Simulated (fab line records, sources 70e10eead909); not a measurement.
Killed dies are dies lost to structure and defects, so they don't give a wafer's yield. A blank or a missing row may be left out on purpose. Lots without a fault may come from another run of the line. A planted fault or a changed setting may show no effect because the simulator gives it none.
fab line records | flow nand_harc
record lots=13 wafers=39 last_day=33
route steps=1302 shown A_STAIRCASE@700
lots that met no fault: from a run of the same line without faults
start_h: hours from the record's first day to the start of the lot's first wafer shown | wait_h: hours since the lot's step before | " the same as in the row above | L1.1+2: a row that stands for several wafers | - no value, or no start given | * or withheld: withheld | < > ~ a bound
route shown NAME@n: a module of which the file shows steps, and the number in the route of the first | usual: mean/standard deviation of fault-free wafers | same: alike in all rows | chamber/n: place in a boat | sites: the reading at each site | _std_site: their standard deviation | _edge_site: outer sites' mean less inner sites' | radius_mm: how far each site lies from the wafer's centre | mask NAME#n: copy n | behind: the tool/chamber that last shaped the wafer | hold: why the lot was held/for how many hours/how that ended | device: the transistor (n, p or np) that didn't switch | end of line: the same wafers' tests at the end of the route | a step without rows: its recipe alone | killed: dies lost to structure and defects at the first sort, not the wafer's yield | map: a wafer's dies, x killed, . not, _ none there
set.NAME: the setting as run; set.NAME@STEP: as run at that earlier step | model.NAME: the simulator's own value behind a step, which no gauge read
steps of the route over a sample of lots; a table a step, a row a wafer
services: from which hour (start_h, from the record's first day; less than 0 if before it) a tool's chamber was out of use, for how many hours, and why
## steps
# step NHARC_A_STAIRCASE_DESCUM_186
# recipe time_s=3 o2_flow_sccm=200 ar_flow_sccm=0 bias_power_w=0 chemistry=O2
# usual drypump_motor_current_A=5.9/0.4 oes_product_au=1.002/0.0086 rf_vpp_V=58.2/0.96 showerhead_plenum_p_Torr=1.96/0.11 throttle_valve_pct=11.309/0.0086
# same bias_power_w=0
# columns lot.wafer tool chamber start_h wait_h drypump_motor_current_A oes_product_au rf_hours_counter_h rf_vpp_V showerhead_plenum_p_Torr throttle_valve_pct
L452.2 rie_diel-03 1 350.85 - 6.1 1.013 22 57.8 1.78 11.324
L452.3 " 3 " " 6.7 0.979 20 58.7 2.07 11.303
L452.1 " 0 " " 5.6 1.002 16 56.2 1.79 11.310
L451.3 rie_diel-05 2 357.18 - 6.2 0.995 41 58.7 2.06 11.312
L451.1 " 3 " " 5.3 0.998 42 57.8 1.95 11.304
L451.4 " 1 " " 5.5 1.003 40 58.4 1.82 11.312
L453.2 rie_diel-05 2 381.87 - 6.1 1.001 47 58.8 2.06 11.317
L453.5 " 1 " " 5.5 1.000 - 56.4 1.82 11.313
L453.6 " 2 " " 6.1 1.004 - 58.3 2.06 11.323
L454.2 rie_diel-05 0 390.18 - 4.7 0.986 52 58.6 1.96 11.298
L454.3 " 1 " " 5.5 0.998 51 58.8 1.82 11.304
L454.5 " 2 " " 6.2 0.995 - 57.6 2.06 11.311
L455.3 rie_diel-03 0 398.11 - 5.7 1.009 31 59.2 1.79 11.309
L455.4 " 1 " " 6.0 1.009 37 57.9 1.77 11.332
L455.6 " 1 " " 6.1 1.006 - 56.5 1.77 11.295
L456.3 rie_diel-03 3 398.29 - 6.6 0.998 36 59.0 2.06 11.315
L456.2 " 1 " " 6.1 0.997 37 59.1 1.77 11.317
L456.5 " 2 " " 6.0 1.009 - 60.2 2.05 11.307
L458.2 rie_diel-07 0 421.41 - 6.0 0.990 45 58.7 1.99 11.297
L458.1 " 1 " " 5.8 0.992 47 58.3 2.06 11.306
L458.5 " 0 " " 5.9 0.993 - 57.8 1.99 11.308
L457.3 rie_diel-07 0 425.05 - 5.9 0.990 45 58.9 1.99 11.303
L457.1 " 1 " " 5.8 1.003 48 59.0 2.06 11.296
L457.6 " 0 " " 5.9 0.985 - 58.1 1.99 11.319
L467.4 rie_diel-07 1 512.94 - 5.8 1.002 15 56.9 2.05 11.291
L467.1 " 2 " " 5.7 1.003 13 56.7 1.77 11.316
L467.5 " 3 " " 6.1 0.998 - 58.3 1.97 11.314
L468.2 rie_diel-07 3 527.07 - 6.1 0.996 16 57.5 1.96 11.302
L468.4 " 0 " " 5.9 0.990 13 58.0 1.98 11.314
L468.5 " 3 " " 6.1 0.998 - 57.4 1.96 11.307
L472.3 rie_diel-03 3 562.92 - 6.6 1.011 31 58.9 2.05 11.300
L472.2 " 0 " " 5.7 1.001 29 56.7 1.77 11.292
L472.6 " 1 " " 6.1 1.003 - 58.8 2.07 11.319
L471.4 rie_diel-03 2 566.77 - 6.0 0.998 29 59.5 2.04 11.303
L471.1 " 3 " " 6.6 0.994 32 58.7 2.05 11.306
L471.2 " 0 " " 5.7 0.996 30 58.9 1.77 11.302
L474.3 rie_diel-03 3 574.71 - 6.6 1.004 35 58.2 2.05 11.310
L474.4 " 3 " " 6.7 1.008 - 58.0 2.05 11.316
L474.6 " 2 " " 6.1 1.002 - 58.4 2.04 11.319
# step NHARC_A_STAIRCASE_ETCH_192
# recipe target_depth_a=1000 time_s=40.5 ion_energy_ev=400 c4f8_flow_sccm=20 o2_flow_sccm=10 ar_flow_sccm=withheld rf_w=600 bias_w=1000 chemistry=C4F8/O2
# usual oes_product_au=0.946/0.01 rf_vpp_V=898/7.2 run_length_s=62.0/0.54
# columns lot.wafer tool chamber start_h wait_h oes_product_au rf_hours_counter_h rf_vpp_V run_length_s
L452.3 rie_diel-03 0 351.86 - 0.927 16 888 62.5
L452.2 " 1 " " 0.933 22 888 62.5
L452.1 " 3 " " 0.923 21 905 61.6
L451.1 rie_diel-05 3 357.93 - 0.937 43 899 62.4
L451.3 " 0 " " 0.945 43 899 62.0
L451.4 " 2 " " 0.948 41 905 61.8
L453.2 rie_diel-05 2 382.56 - 0.943 48 905 62.1
L453.6 " 1 " " 0.945 - 891 61.9
L453.5 " 2 " " 0.941 - 905 62.0
L454.3 rie_diel-05 3 390.87 - 0.941 51 899 62.4
L454.2 " 1 " " 0.943 51 890 61.6
L454.5 " 2 " " 0.939 - 906 62.2
L455.3 rie_diel-03 1 398.88 - 0.935 37 889 62.7
L455.4 " 3 " " 0.932 36 907 61.2
L455.6 " 1 " " 0.946 - 888 62.6
L456.3 rie_diel-03 3 399.08 - 0.936 36 907 61.9
L456.2 " 2 " " 0.950 13 902 62.2
L456.5 " 3 " " 0.929 - 905 61.6
L458.2 rie_diel-07 0 422.30 - 0.932 45 901 62.7
L458.1 " 1 " " 0.943 48 904 60.9
L458.5 " 1 " " 0.950 - 905 60.8
L457.1 rie_diel-07 0 426.30 - 0.941 46 901 62.0
L457.3 " 1 " " 0.952 49 905 60.8
L457.6 " 2 " " 0.937 - 888 62.0
L467.4 rie_diel-07 2 513.99 - 0.960 13 887 40.7
L467.1 " 1 " " 0.953 16 905 40.3
L467.5 " 3 " " 0.959 - 899 41.1
L468.4 rie_diel-07 1 527.77 - 0.959 19 903 40.1
L468.2 " 2 " " 0.950 16 886 41.1
L468.5 " 0 " " 0.949 - 898 41.4
L472.3 rie_diel-03 1 563.61 - 0.941 27 906 62.4
L472.2 " 2 " " 0.949 29 903 62.4
L472.6 " 0 " " 0.958 - 886 62.5
L471.4 rie_diel-03 0 567.56 - 0.934 31 888 62.6
L471.2 " 1 " " 0.940 28 906 62.5
L471.1 " 3 " " 0.940 33 904 61.6
L474.3 rie_diel-03 3 575.55 - 0.945 36 904 61.4
L474.6 " 2 " " 0.959 - 903 62.1
L474.4 " 3 " " 0.946 - 902 61.5
# step NHARC_A_STAIRCASE_ETCH_199
# recipe target_depth_a=1000 time_s=40.5 ion_energy_ev=400 c4f8_flow_sccm=20 o2_flow_sccm=10 ar_flow_sccm=withheld rf_w=600 bias_w=1000 chemistry=C4F8/O2
# usual oes_product_au=0.948/0.012 rf_vpp_V=898/6.7 run_length_s=62.1/0.54
# columns lot.wafer tool chamber start_h wait_h oes_product_au rf_hours_counter_h rf_vpp_V run_length_s
L452.1 rie_diel-05 2 - - 0.960 39 906 62.3
L452.2 " 3 " " 0.950 41 898 62.3
L452.3 " 1 " " 0.960 39 890 61.3
L451.4 rie_diel-05 1 - - 0.948 41 890 61.8
L451.1 " 2 " " 0.944 42 905 62.2
L451.3 " 3 " " 0.943 43 898 63.1
L453.2 rie_diel-05 0 - - 0.953 52 900 62.0
L453.6 " 3 " " 0.961 - 899 62.5
L453.5 " 0 " " 0.951 - 898 62.0
L454.3 rie_diel-05 1 - - 0.947 51 891 61.1
L454.2 " 2 " " 0.936 50 906 61.9
L454.5 " 2 " " 0.957 - 906 61.8
L455.3 rie_diel-07 1 - - 0.954 36 904 60.9
L455.6 " 1 " " 0.954 - 905 61.2
L455.4 " 3 " " 0.944 - 898 61.5
L456.3 rie_diel-03 1 - - 0.928 38 887 62.6
L456.2 " 2 " " 0.967 14 904 62.3
L456.5 " 0 " " 0.947 - 885 62.7
L458.2 rie_diel-05 3 - - 0.950 3 898 62.6
L458.1 " 0 " " 0.941 3 898 62.6
L458.5 " 3 " " 0.950 - 898 63.1
L457.1 rie_diel-03 1 - - 0.916 50 888 62.2
L457.3 " 2 " " 0.931 26 905 62.3
L457.6 " 1 " " 0.923 - 886 62.6
L467.4 rie_diel-05 0 - - 0.943 34 899 62.0
L467.1 " 1 " " 0.930 31 889 61.1
L467.5 " 1 " " 0.939 - 890 61.5
L468.4 rie_diel-05 3 - - 0.959 37 897 62.6
L468.2 " 2 " " 0.946 40 903 62.1
L468.5 " 0 " " 0.957 - 898 62.1
L472.2 rie_diel-03 0 - - 0.954 30 886 62.4
L472.3 " 1 " " 0.941 28 904 62.4
L472.6 " 3 " " 0.957 - 903 61.6
L471.1 rie_diel-03 3 - - 0.952 33 903 61.3
L471.2 " 0 " " 0.950 31 887 62.4
L471.4 " 2 " " 0.958 30 904 62.4
L474.3 rie_diel-07 3 - - 0.954 38 898 61.7
L474.4 " 1 " " 0.947 36 903 61.2
L474.6 " 3 " " 0.954 - 898 61.3
# step NHARC_A_STAIRCASE_TRIM_202
# recipe time_s=211.2 o2_flow_sccm=500 ar_flow_sccm=0 bias_w=0 chemistry=O2
# usual drypump_motor_current_A=5.8/0.49 oes_product_au=1.000/0.0087 rf_vpp_V=58.0/0.99 showerhead_plenum_p_Torr=3.60/0.19 throttle_valve_pct=17.036/0.0097
# columns lot.wafer tool chamber start_h wait_h drypump_motor_current_A oes_product_au rf_hours_counter_h rf_vpp_V showerhead_plenum_p_Torr throttle_valve_pct
L452.2 rie_diel-05 3 - - 5.3 1.000 41 58.4 3.58 17.024
L452.1 " 1 " " 5.5 0.996 39 58.0 3.38 17.043
L452.3 " 2 " " 6.2 1.000 40 58.2 3.79 17.031
L451.3 rie_diel-05 2 - - 6.2 1.004 42 57.6 3.78 17.054
L451.1 " 3 " " 5.3 1.005 43 55.5 3.58 17.033
L451.4 " 0 " " 4.7 1.010 43 58.4 3.62 17.031
L453.2 rie_diel-05 1 - - 5.5 0.998 50 57.6 3.37 17.042
L453.6 " 2 " " 6.2 0.991 - 58.3 3.78 17.039
L453.5 " 3 " " 5.3 1.000 - 58.7 3.58 17.029
L454.2 rie_diel-05 1 - - 5.5 0.995 51 57.5 3.37 17.035
L454.3 " 0 " " 4.7 0.994 53 59.6 3.61 17.051
L454.5 " 1 " " 5.5 0.993 - 57.9 3.37 17.030
L455.3 rie_diel-07 2 - - 5.7 0.984 38 57.7 3.31 17.022
L455.4 " 3 " " 6.2 0.990 - 58.2 3.63 17.040
L455.6 " 1 " " 5.8 1.011 - 59.6 3.78 17.055
L456.3 rie_diel-03 1 - - 6.1 1.002 38 57.4 3.29 17.050
L456.2 " 2 " " 6.0 1.012 14 58.0 3.77 17.031
L456.5 " 0 " " 5.7 1.017 - 56.9 3.31 17.037
L458.1 rie_diel-05 1 - - 5.5 0.994 3 56.0 3.36 17.037
L458.2 " 2 " " 6.2 0.993 3 57.9 3.77 17.035
L458.5 " 2 " " 6.2 0.973 - 58.5 3.77 17.048
L457.3 rie_diel-03 3 - - 6.6 1.005 42 58.7 3.78 17.053
L457.1 " 1 " " 6.1 0.986 50 58.2 3.28 17.044
L457.6 " 1 " " 6.1 0.998 - 57.4 3.28 17.031
L467.4 rie_diel-05 1 - - 5.5 1.000 31 59.4 3.35 17.046
L467.1 " 0 " " 4.7 1.000 34 57.4 3.59 17.025
L467.5 " 2 " " 6.2 0.986 - 58.8 3.75 17.037
L468.2 rie_diel-05 0 - - 4.7 0.998 39 57.8 3.59 17.021
L468.4 " 3 " " 5.3 0.987 37 57.1 3.55 17.026
L468.5 " 1 " " 5.5 1.005 - 56.5 3.35 17.045
L472.3 rie_diel-03 0 - - 5.7 1.005 30 58.4 3.29 17.059
L472.2 " 1 " " 6.1 1.002 28 57.1 3.79 17.035
L472.6 " 3 " " 6.6 1.008 - 57.0 3.76 17.021
L471.1 rie_diel-03 1 - - 6.1 1.000 29 59.5 3.79 17.042
L471.2 " 3 " " 6.6 1.003 33 59.8 3.76 17.036
L471.4 " 0 " " 5.7 0.992 31 58.4 3.28 17.038
L474.4 rie_diel-07 3 - - 6.1 1.001 38 57.1 3.60 17.027
L474.3 " 2 " " 5.7 0.996 34 56.6 3.28 17.033
L474.6 " 3 " " 6.1 1.007 - 59.5 3.60 17.026
## services
# columns tool chamber start_h hours kind
rie_diel-03 0 331.94 9.6 repair
rie_diel-05 - 333.91 2.4 repair
rie_diel-03 1 339.50 - clean
rie_diel-03 2 339.50 - clean
rie_diel-05 3 339.88 1.6 repair
rie_diel-07 1 348.32 7.1 repair
rie_diel-07 3 350.71 6.8 repair
rie_diel-05 0 352.29 2.8 repair
rie_diel-05 2 371.79 6.8 repair
rie_diel-07 0 395.55 6.7 repair
rie_diel-05 - 406.75 9.0 pm
rie_diel-03 3 414.78 10.4 repair
rie_diel-07 3 415.93 18.2 repair
rie_diel-03 - 458.30 9.0 pm
rie_diel-05 - 466.57 7.1 repair
rie_diel-07 - 471.20 9.0 pm
rie_diel-03 1 477.21 2.8 repair
rie_diel-03 0 492.39 3.5 repair
rie_diel-07 0 497.96 6.9 repair
rie_diel-05 1 535.89 5.3 repair
rie_diel-03 - 537.05 0.6 repair
rie_diel-05 0 553.50 2.5 repair
rie_diel-07 2 560.00 1.7 repair
rie_diel-03 0 568.97 94.2 repair
## key
first_sign step=NHARC_A_STAIRCASE_ETCH_192 reading=run_length_s direction=down sigmas=39 usual=* struck=*
effect none on later readings
met_at NHARC_A_STAIRCASE_ETCH_192
struck_lots L467,L468
later_rows_left_out L467.1,L467.4,L467.5,L468.2,L468.4,L468.5
sort_left_out L467.1,L467.4,L467.5,L468.2,L468.4,L468.5
tester_left_out L467,L468
not_acting_at NHARC_A_STAIRCASE_DESCUM_186,NHARC_A_STAIRCASE_ETCH_199,NHARC_A_STAIRCASE_TRIM_202
onset_between 426.30 513.99
fault kind=process_parameter_drift tool=rie_diel-07 chamber=- onset_h=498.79 steps=NHARC_A_STAIRCASE_ETCH_192 channel=time_s offset=* shape=step end_h=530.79 acts_in=* stated=*
# tester_left_out: of these lots the tester's yield and bins aren't shown, on N5 and GAA mostly nor the transistor test; their killed dies are dies lost to structure and defects alone, not to doping, threshold or leakage, so they don't give the yield
# sort_left_out: the simulated sort isn't trusted on such a fault, so these wafers' sort isn't shown, and their yield isn't known
# later_rows_left_out: the simulator's readings of these wafers behind a module that went badly wrong aren't trusted and aren't shown, but for the sort
